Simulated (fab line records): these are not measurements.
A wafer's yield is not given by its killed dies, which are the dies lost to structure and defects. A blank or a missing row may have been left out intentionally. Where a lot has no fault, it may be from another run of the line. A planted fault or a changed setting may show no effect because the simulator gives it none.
Matching of chambers | flow nand-harc | NHARC_A_CHANNEL_FILL_D2_CMP_10 on cmp-01 has 4 sister chambers
The step polishes, target thk 150 nm. 20 wafers are shown with their chamber, then 10 later ones without.

EACH WAFER AND ITS CHAMBER
wafer  | chamber | motor-current-A (A) | time-to-endpoint-s (s)
L077.4 | 1       | 13.9                | 16.1
L077.5 | 3       | 11.1                | 16.8
L077.6 | 2       | 12.6                | 17.5
L082.1 | 0       | 13.3                | 17.0
L082.2 | 1       | 14.3                | 12.8
L082.4 | 2       | 13.4                | 13.4
L083.1 | 3       | 11.1                | 14.6
L083.2 | 0       | 13.0                | 13.9
L083.3 | 2       | 12.9                | 15.0
L084.2 | 2       | 12.4                | 18.6
L084.3 | 3       | 11.3                | 16.5
L084.6 | 0       | 13.4                | 16.9
L091.1 | 3       | 11.4                | 19.1
L091.2 | 2       | 12.6                | 18.6
L091.3 | 1       | 13.6                | 15.4
L092.1 | 1       | 13.5                | 16.9
L092.3 | 3       | 12.2                | 16.7
L092.4 | 2       | 13.2                | 17.3
L093.1 | 1       | 13.5                | 16.0
L093.2 | 2       | 11.5                | 17.1

SIGNATURES (averages over the wafers above)
reading            | chamber 0 | chamber 1 | chamber 2 | chamber 3 | scatter within a chamber
motor-current-A    | 13.233    | 13.760    | 12.657    | 11.420    | 0.481
time-to-endpoint-s | 15.933    | 15.440    | 16.786    | 16.740    | 1.74
Rule: a wafer's distance from a chamber is the root of the sum, over the readings, of the square of ((its reading less the chamber's mean) divided by the reading's scatter). The wafer belongs to the nearest chamber; if the next one is less than 2 further off, it can't be placed. The scatter: the root of (the sum of the squares of (reading less its chamber's mean) over the shown wafers, divided by (wafers less chambers)).

WAFERS MISSING THEIR CHAMBER
wafer  | motor-current-A (A) | time-to-endpoint-s (s)
L093.4 | 11.6                | 16.4
L094.1 | 12.5                | 15.3
L094.2 | 13.7                | 14.2
L094.5 | 13.4                | 17.6
L095.3 | 13.2                | 15.8
L095.4 | 11.5                | 15.8
L095.6 | 12.9                | 17.7
L096.1 | 11.3                | 14.3
L096.2 | 13.2                | 16.5
L096.6 | 14.4                | 16.6

WHICH CHAMBER EACH ONE RAN IN
wafer  | from the rows above               | in truth
L093.4 | can't be placed: 3 or 2           | 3
L094.1 | can't be placed: 2 or 0 or 3 or 1 | 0
L094.2 | can't be placed: 1 or 0 or 2      | 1
L094.5 | can't be placed: 0 or 1 or 2      | 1
L095.3 | can't be placed: 0 or 1 or 2      | 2
L095.4 | can't be placed: 3 or 2           | 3
L095.6 | can't be placed: 2 or 0 or 1      | 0
L096.1 | can't be placed: 3 or 2           | 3
L096.2 | can't be placed: 0 or 2 or 1      | 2
L096.6 | can't be placed: 1 or 0           | 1
Placed correctly: 0 of 10. Not placeable from these rows: 10 (in 10, the candidates include the true chamber). 0 placed wrongly.
